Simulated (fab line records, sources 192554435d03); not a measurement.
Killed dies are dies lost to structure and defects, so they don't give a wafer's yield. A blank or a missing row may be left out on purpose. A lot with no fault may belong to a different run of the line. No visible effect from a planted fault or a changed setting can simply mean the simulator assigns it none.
fab line records | flow n5_finfet
record: lots: 7 wafers: 39
route steps=1938 shown DUMMY_GATE@237
start_h: hours from the record's opening day to when the first of the lot's shown wafers began | wait_h: hours from the lot's prior step to this one | " identical to the entry in the row above | L1.1+2: a single row standing in for several wafers | - no value present, or no start provided | * or withheld: withheld | < > ~ a bound
route shown NAME@n: NAME is a module with steps in the file, n the number in the route of the first one | usual: the fault-free wafers' mean and standard deviation | same: alike in all rows | chamber/n: place in a boat | sites: each site's reading | _std_site: their standard deviation | _edge_site: the outer-site mean with the inner-site mean subtracted | radius_mm: for every site, how far away it sits from the centre of the wafer | mask NAME#n: copy n | behind: the most recent tool/chamber to have shaped the wafer | hold: why the lot was held/for how many hours/how that ended | device: transistor that didn't switch, given as n, p or np | end of line: tests run on the same wafers once the route is complete | a step given without rows: its recipe and nothing more | killed: the dies lost at the first sort to structure and to defects; this is not the yield of the wafer | map: shows each die of a wafer: x if killed, . if not, _ if none is there
set.NAME: the setting as run; set.NAME@STEP: as run at that earlier step | model.NAME: the simulator's own value behind a step, which no gauge read
lots with deliberately changed settings; one table per step, one row per wafer
== steps ==
step: N5_DUMMY_GATE_ETCH_37
recipe: chemistry: N2/H2 target: SOC target_depth_a: 600 overetch_a: 300 temp_c: 40 ion_energy_ev: 200 pressure_mtorr: 30 source_w: 840 bias_w: 150 n2_flow_sccm: 200 h2_flow_sccm: 200
usual: rf_vpp_V: 523.5/2.6
columns lot.wafer tool chamber start_h wait_h set.source_w rf_vpp_V
L074.1 rie_diel-02 2 50.63 0.0 840 526.4
L074.2 " 3 " " 840 525.6
L074.3 " 1 " " 956.1 502.7
L074.4 " 2 " " 840 525.5
L074.5 " 1 " " 956.1 503.6
L074.6 " 3 " " 956.1 503.0
L076.1 rie_diel-06 3 60.48 0.0 975 497.4
L076.2 " 1 " " 975 495.4
L076.3 " 2 " " 840 527.7
L076.4 " 1 " " 975 495.1
L076.5 " 3 " " 840 522.4
L076.6 " 2 " " 840 526.9
L081.1 rie_diel-02 0 87.12 0.0 931.2 504.0
L081.2 " 3 " " 840 526.2
L081.3 " 1 " " 931.2 507.3
L081.4 " 1 " " 840 524.0
L081.5 " 0 " " 840 522.9
L081.6 " 3 " " 931.2 508.5
L085.1 rie_diel-04 3 116.13 0.0 794.9 535.0
L085.2 " 1 " " 840 523.5
L085.3 " 0 " " 840 520.3
L085.4 " 1 " " 794.9 534.2
L085.5 " 3 " " 794.9 534.3
L085.6 " 0 " " 840 521.0
L089.1 rie_diel-06 3 139.81 0.0 840 520.9
L089.2 " 2 " " 840 527.5
L089.3 " 0 " " 695 559.0
L089.4 " 1 " " 695 552.6
L089.5 " 3 " " 695 555.2
L089.6 " 2 " " 840 528.2
L090.1 rie_diel-04 1 141.83 0.0 840 522.7
L090.2 " 0 " " 840 520.4
L090.4 " 1 " " 840 522.2
L094.1 rie_diel-04 1 166.14 0.0 782.5 534.3
L094.2 " 0 " " 782.5 532.2
L094.3 " 3 " " 782.5 537.3
L094.4 " 3 " " 840 524.3
L094.5 " 1 " " 840 522.1
L094.6 " 0 " " 840 520.2
step: N5_DUMMY_GATE_ETCH_44
recipe: chemistry: HBr/O2 over_etch_frac: 0.7 target_depth_a: 1275 stop_on: SiO2 ion_energy_ev: 60 bias_w: 20 target: poly-Si mask_material: SiO2 pressure_mtorr: 20 icp_w: 400 HBr_flow_sccm: 120 O2_flow_sccm: 10
usual: oes_product_au: 0.727/0.0086
columns lot.wafer tool chamber start_h wait_h set.target_depth_a oes_product_au
L074.1 rie_si-05 2 51.25 0.0 1224 0.737
L074.2 " 1 " " 1224 0.741
L074.3 " 3 " " 1275 0.731
L074.4 " 0 " " 1275 0.724
L074.5 " 3 " " 1275 0.721
L074.6 " 2 " " 1224 0.740
L076.1 rie_si-05 2 61.10 0.0 1275 0.726
L076.2 " 3 " " 1275 0.735
L076.3 " 1 " " 1275 0.720
L076.4 " 0 " " 1275 0.733
L076.5 " 3 " " 1275 0.738
L076.6 " 0 " " 1275 0.720
L081.1 rie_si-05 2 87.74 0.0 1386 0.705
L081.2 " 1 " " 1386 0.692
L081.3 " 3 " " 1275 0.727
L081.4 " 0 " " 1275 0.721
L081.5 " 2 " " 1275 0.720
L081.6 " 1 " " 1386 0.692
L085.1 rie_si-02 3 116.75 0.0 1275 0.732
L085.2 " 0 " " 1275 0.728
L085.3 " 2 " " 1275 0.723
L085.4 " 1 " " 1275 0.723
L085.5 " 0 " " 1275 0.712
L085.6 " 1 " " 1275 0.730
L089.1 rie_si-03 2 140.45 0.0 1384 0.700
L089.2 " 3 " " 1275 0.725
L089.3 " 1 " " 1275 0.732
L089.4 " 0 " " 1384 0.710
L089.5 " 1 " " 1275 0.736
L089.6 " 0 " " 1384 0.705
L090.1 rie_si-03 1 142.44 0.0 1275 0.743
L090.2 " 0 " " 1275 0.737
L090.4 " 2 " " 1275 0.733
L094.1 rie_si-02 3 166.75 0.0 1275 0.729
L094.2 " 0 " " 1408 0.691
L094.3 " 1 " " 1275 0.723
L094.4 " 2 " " 1408 0.695
L094.5 " 2 " " 1275 0.717
L094.6 " 1 " " 1408 0.699
== key ==
split: step: N5_DUMMY_GATE_ETCH_37 setting: source_w stated: 840 by: wafer
response: step: N5_DUMMY_GATE_ETCH_37 reading: rf_vpp_V change: -1.76 per: 1% r: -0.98
split: step: N5_DUMMY_GATE_ETCH_44 setting: target_depth_a stated: 1275 by: wafer
response: step: N5_DUMMY_GATE_ETCH_44 reading: oes_product_au change: -0.00293 per: 1% r: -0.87
